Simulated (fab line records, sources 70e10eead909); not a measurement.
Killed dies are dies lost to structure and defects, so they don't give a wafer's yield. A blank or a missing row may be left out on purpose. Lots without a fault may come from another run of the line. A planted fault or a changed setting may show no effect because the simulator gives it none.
Chamber matching | flow nand_harc | NHARC_A_BONDPAD_ETCH_34 on rie_diel-09: 4 sister chambers
The step etches the open film in N2/H2, target depth 60 nm, overetch 18 nm, time 65.91 s. 14 wafers are shown with their chamber, then 7 later ones without.

WAFERS WITH THEIR CHAMBER
wafer  | chamber | drypump_motor_current_A (A) | showerhead_plenum_p_Torr (Torr) | rf_vpp_V (V)
L074.3 | 1       | 6.5                         | 1.99                            | 428.0
L074.4 | 2       | 5.1                         | 2.00                            | 428.6
L074.6 | 0       | 6.4                         | 2.11                            | 432.2
L081.1 | 3       | 5.5                         | 2.11                            | 433.3
L081.2 | 2       | 5.1                         | 2.00                            | 429.7
L081.4 | 3       | 5.5                         | 2.11                            | 433.1
L086.3 | 3       | 5.5                         | 2.10                            | 433.6
L086.4 | 0       | 6.4                         | 2.11                            | 432.6
L086.6 | 2       | 5.1                         | 1.99                            | 430.0
L085.1 | 0       | 6.4                         | 2.11                            | 433.8
L085.3 | 2       | 5.1                         | 1.99                            | 431.0
L085.5 | 1       | 6.5                         | 1.98                            | 429.3
L087.2 | 3       | 5.4                         | 2.10                            | 434.3
L087.4 | 1       | 6.6                         | 1.98                            | 428.7

SIGNATURES (means of the wafers above)
reading                  | chamber 0 | chamber 1 | chamber 2 | chamber 3 | scatter within a chamber
drypump_motor_current_A  | 6.400     | 6.533     | 5.100     | 5.475     | 0.0376
showerhead_plenum_p_Torr | 2.1100    | 1.9833    | 1.9950    | 2.1050    | 0.00516
rf_vpp_V                 | 432.867   | 428.667   | 429.825   | 433.575   | 0.774
Rule: a wafer's distance from a chamber is the root of the sum, over the readings, of the square of ((its reading less the chamber's mean) divided by the reading's scatter). The wafer belongs to the nearest chamber; if the next one is less than 2 further off, it can't be placed. The scatter: the root of (the sum of the squares of (reading less its chamber's mean) over the shown wafers, divided by (wafers less chambers)).

WAFERS WITHOUT THEIR CHAMBER
wafer  | drypump_motor_current_A (A) | showerhead_plenum_p_Torr (Torr) | rf_vpp_V (V)
L087.6 | 6.6                         | 1.98                            | 429.3
L091.2 | 5.5                         | 2.10                            | 432.1
L091.3 | 6.4                         | 2.11                            | 433.0
L091.5 | 6.6                         | 1.98                            | 427.9
L097.1 | 5.1                         | 1.99                            | 429.4
L097.2 | 6.4                         | 2.10                            | 434.0
L097.5 | 6.4                         | 2.10                            | 432.3

WHICH CHAMBER EACH WENT THROUGH
wafer  | from the rows above | in truth
L087.6 | 1                   | 1
L091.2 | 3                   | 3
L091.3 | 0                   | 0
L091.5 | 1                   | 1
L097.1 | 2                   | 2
L097.2 | 0                   | 0
L097.5 | 0                   | 0
Placed correctly: 7 of 7. Can't be placed from these rows: 0. Placed wrongly: 0.
